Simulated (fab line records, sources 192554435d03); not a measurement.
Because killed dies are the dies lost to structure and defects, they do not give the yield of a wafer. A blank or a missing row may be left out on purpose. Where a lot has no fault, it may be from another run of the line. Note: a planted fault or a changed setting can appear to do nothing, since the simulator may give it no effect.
Matching of chambers | flow n5-finfet | N5_ILD0_LINER_00 on ald-sin-01 has 4 sister chambers
The step material SiNx, target thk 4 nm, pulse time 1 s, purge time 2 s. 4 wafers are shown with their chamber, then 7 later ones without.

## WAFERS WITH THEIR CHAMBER
wafer  | chamber | heater-power-w (W)
L111.2 | 0       | 934
L111.5 | 2       | 841
L113.1 | 1       | 886
L113.3 | 3       | 844

## WAFERS WHOSE CHAMBER IS MISSING
wafer  | heater-power-w (W)
L113.4 | 849
L115.3 | 900
L115.4 | 838
L115.5 | 895
L123.2 | 845
L123.3 | 917
L123.4 | 895

## WHICH CHAMBER EACH WENT THROUGH
wafer  | from the rows above     | in truth
L113.4 | can't be placed: 3 or 2 | 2
L115.3 | 1                       | 1
L115.4 | can't be placed: 2 or 3 | 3
L115.5 | 1                       | 1
L123.2 | can't be placed: 3 or 2 | 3
L123.3 | can't be placed: 0 or 1 | 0
L123.4 | 1                       | 1
3 of 7 placed correctly. Cannot be placed on the basis of these rows: 4; the candidates contain the true chamber in 4. Wrongly placed: 0.
How it was worked out, from the rows above alone: a wafer's distance from a chamber is the root of the sum, over the readings, of the square of ((its reading less the chamber's mean) divided by the reading's scatter). The wafer belongs to the nearest chamber; if the next one is less than 2 further off, it can't be placed. A chamber's mean is the mean of its shown wafers. The scatter: root of mean squared gap, hidden wafer to nearest shown wafer, with one shown wafer a chamber.
